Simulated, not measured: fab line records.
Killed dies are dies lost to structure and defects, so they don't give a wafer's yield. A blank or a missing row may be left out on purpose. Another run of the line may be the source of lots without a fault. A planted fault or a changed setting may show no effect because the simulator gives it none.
Matching of chambers || flow nand-harc || NHARC_A_STAIRCASE_DEP_259 on pecvd-04 has 3 sister chambers
The step deposits SiON, target thk 30 nm. 14 wafers are shown with their chamber, then 7 later ones without.

== WAFERS, EACH WITH ITS CHAMBER ==
{"wafer": "L078.2", "chamber": 0, "heater-power-w (W)": 708, "heater-power-outer-w (W)": 433, "rf-fwd-power-W (W)": 349.6}
{"wafer": "L078.4", "chamber": 0, "heater-power-w (W)": 709, "heater-power-outer-w (W)": 440, "rf-fwd-power-W (W)": 349.4}
{"wafer": "L078.6", "chamber": 2, "heater-power-w (W)": 652, "heater-power-outer-w (W)": 386, "rf-fwd-power-W (W)": 348.3}
{"wafer": "L084.2", "chamber": 2, "heater-power-w (W)": 708, "heater-power-outer-w (W)": 432, "rf-fwd-power-W (W)": 349.2}
{"wafer": "L084.3", "chamber": 0, "heater-power-w (W)": 637, "heater-power-outer-w (W)": 383, "rf-fwd-power-W (W)": 349.2}
{"wafer": "L084.5", "chamber": 1, "heater-power-w (W)": 776, "heater-power-outer-w (W)": 477, "rf-fwd-power-W (W)": 347.9}
{"wafer": "L087.3", "chamber": 2, "heater-power-w (W)": 732, "heater-power-outer-w (W)": 445, "rf-fwd-power-W (W)": 349.9}
{"wafer": "L087.4", "chamber": 2, "heater-power-w (W)": 726, "heater-power-outer-w (W)": 442, "rf-fwd-power-W (W)": 351.2}
{"wafer": "L087.5", "chamber": 0, "heater-power-w (W)": 658, "heater-power-outer-w (W)": 403, "rf-fwd-power-W (W)": 349.4}
{"wafer": "L091.1", "chamber": 2, "heater-power-w (W)": 707, "heater-power-outer-w (W)": 424, "rf-fwd-power-W (W)": 348.8}
{"wafer": "L091.2", "chamber": 1, "heater-power-w (W)": 813, "heater-power-outer-w (W)": 517, "rf-fwd-power-W (W)": 346.6}
{"wafer": "L091.5", "chamber": 1, "heater-power-w (W)": 824, "heater-power-outer-w (W)": 522, "rf-fwd-power-W (W)": 347.5}
{"wafer": "L093.1", "chamber": 1, "heater-power-w (W)": 838, "heater-power-outer-w (W)": 525, "rf-fwd-power-W (W)": 347.4}
{"wafer": "L093.3", "chamber": 2, "heater-power-w (W)": 682, "heater-power-outer-w (W)": 402, "rf-fwd-power-W (W)": 347.9}

SIGNATURES, as means of the wafers listed above
{"reading": "heater-power-w", "chamber 0": 678.00, "chamber 1": 812.75, "chamber 2": 701.17, "scatter within a chamber": 30.9}
{"reading": "heater-power-outer-w", "chamber 0": 414.75, "chamber 1": 510.25, "chamber 2": 421.83, "scatter within a chamber": 24}
{"reading": "rf-fwd-power-W", "chamber 0": 349.400, "chamber 1": 347.350, "chamber 2": 349.217, "scatter within a chamber": 0.859}
Rule: for each reading, subtract the chamber's mean from the wafer's reading, divide by that reading's scatter and square the result; add these up over the readings and take the root, which gives the wafer's distance from the chamber. The wafer belongs to the nearest chamber; if the next one is less than 2 further off, it can't be placed. The scatter is the square root of a quotient: the sum, over the shown wafers, of each reading's squared deviation from its chamber's mean, divided by wafers minus chambers.

== WAFERS WHOSE CHAMBER IS MISSING ==
{"wafer": "L093.5", "heater-power-w (W)": 681, "heater-power-outer-w (W)": 413, "rf-fwd-power-W (W)": 348.9}
{"wafer": "L094.3", "heater-power-w (W)": 660, "heater-power-outer-w (W)": 388, "rf-fwd-power-W (W)": 349.6}
{"wafer": "L094.4", "heater-power-w (W)": 860, "heater-power-outer-w (W)": 552, "rf-fwd-power-W (W)": 350.1}
{"wafer": "L094.5", "heater-power-w (W)": 665, "heater-power-outer-w (W)": 383, "rf-fwd-power-W (W)": 350.2}
{"wafer": "L095.1", "heater-power-w (W)": 714, "heater-power-outer-w (W)": 439, "rf-fwd-power-W (W)": 349.0}
{"wafer": "L095.2", "heater-power-w (W)": 795, "heater-power-outer-w (W)": 488, "rf-fwd-power-W (W)": 349.0}
{"wafer": "L095.5", "heater-power-w (W)": 714, "heater-power-outer-w (W)": 440, "rf-fwd-power-W (W)": 349.3}

== EACH ONE'S CHAMBER ==
{"wafer": "L093.5", "from the rows above": "can't be placed: 0 or 2", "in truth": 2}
{"wafer": "L094.3", "from the rows above": "can't be placed: 0 or 2", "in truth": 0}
{"wafer": "L094.4", "from the rows above": 1, "in truth": 1}
{"wafer": "L094.5", "from the rows above": "can't be placed: 0 or 2", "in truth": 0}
{"wafer": "L095.1", "from the rows above": "can't be placed: 2 or 0", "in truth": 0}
{"wafer": "L095.2", "from the rows above": "can't be placed: 1 or 2", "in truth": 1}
{"wafer": "L095.5", "from the rows above": "can't be placed: 2 or 0", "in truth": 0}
Correct placement for 1 of the 7. Unplaceable from these rows: 6, with the true chamber sitting among the candidates in 6. Placed wrongly: 0.
